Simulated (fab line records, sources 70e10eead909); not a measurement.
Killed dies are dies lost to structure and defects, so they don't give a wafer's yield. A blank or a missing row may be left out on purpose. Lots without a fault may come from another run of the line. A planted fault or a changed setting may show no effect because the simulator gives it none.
Chamber matching | flow nand_harc | NHARC_HYBRID_BOND_ACTIVATE_00 on rie_diel-09: 4 sister chambers
The step chemistry N2, time 60 s. 22 wafers are shown with their chamber, then 11 later ones without.

WAFERS WITH THEIR CHAMBER
wafer  | chamber | showerhead_plenum_p_Torr (Torr) | drypump_motor_current_A (A) | rf_vpp_V (V)
L963.2 | 1       | 1.80                            | 6.2                         | 64.8
L963.3 | 3       | 1.67                            | 5.6                         | 63.5
L963.6 | 2       | 1.66                            | 6.3                         | 63.1
L966.4 | 0       | 1.77                            | 5.5                         | 64.7
L966.5 | 0       | 1.77                            | 5.4                         | 64.9
L966.6 | 3       | 1.67                            | 5.7                         | 63.9
L968.1 | 3       | 1.67                            | 5.7                         | 63.6
L968.3 | 1       | 1.80                            | 6.2                         | 64.8
L968.4 | 0       | 1.77                            | 5.5                         | 63.5
L967.1 | 2       | 1.66                            | 6.3                         | 63.0
L967.2 | 3       | 1.67                            | 5.7                         | 64.1
L967.3 | 1       | 1.80                            | 6.2                         | 64.9
L969.2 | 3       | 1.67                            | 5.7                         | 64.8
L969.4 | 2       | 1.66                            | 6.3                         | 64.6
L969.6 | 0       | 1.77                            | 5.5                         | 64.5
L970.2 | 0       | 1.77                            | 5.5                         | 64.6
L970.3 | 2       | 1.66                            | 6.3                         | 64.0
L970.5 | 0       | 1.77                            | 5.5                         | 64.9
L979.2 | 2       | 1.66                            | 6.3                         | 62.2
L979.3 | 3       | 1.66                            | 5.7                         | 62.9
L979.5 | 1       | 1.80                            | 6.2                         | 63.9
L980.3 | 1       | 1.80                            | 6.2                         | 64.4

SIGNATURES (means of the wafers above)
reading                  | chamber 0 | chamber 1 | chamber 2 | chamber 3 | scatter within a chamber
showerhead_plenum_p_Torr | 1.7700    | 1.8000    | 1.6600    | 1.6683    | 0.00215
drypump_motor_current_A  | 5.483     | 6.200     | 6.300     | 5.683     | 0.0304
rf_vpp_V                 | 64.517    | 64.560    | 63.380    | 63.800    | 0.649
Rule: a wafer's distance from a chamber is the root of the sum, over the readings, of the square of ((its reading less the chamber's mean) divided by the reading's scatter). The wafer belongs to the nearest chamber; if the next one is less than 2 further off, it can't be placed. The scatter: the root of (the sum of the squares of (reading less its chamber's mean) over the shown wafers, divided by (wafers less chambers)).

WAFERS WITHOUT THEIR CHAMBER
wafer  | showerhead_plenum_p_Torr (Torr) | drypump_motor_current_A (A) | rf_vpp_V (V)
L980.4 | 1.66                            | 6.3                         | 62.6
L980.6 | 1.66                            | 5.7                         | 64.4
L977.3 | 1.66                            | 6.3                         | 63.7
L977.4 | 1.66                            | 5.7                         | 64.8
L977.6 | 1.66                            | 6.3                         | 64.2
L981.4 | 1.66                            | 6.3                         | 65.6
L981.5 | 1.80                            | 6.2                         | 64.1
L981.6 | 1.66                            | 5.7                         | 64.0
L986.1 | 1.66                            | 5.7                         | 63.6
L986.2 | 1.66                            | 6.3                         | 63.1
L986.5 | 1.66                            | 5.7                         | 62.7

WHICH CHAMBER EACH WENT THROUGH
wafer  | from the rows above | in truth
L980.4 | 2                   | 2
L980.6 | 3                   | 3
L977.3 | 2                   | 2
L977.4 | 3                   | 3
L977.6 | 2                   | 2
L981.4 | 2                   | 2
L981.5 | 1                   | 1
L981.6 | 3                   | 3
L986.1 | 3                   | 3
L986.2 | 2                   | 2
L986.5 | 3                   | 3
Placed correctly: 11 of 11. Can't be placed from these rows: 0. Placed wrongly: 0.
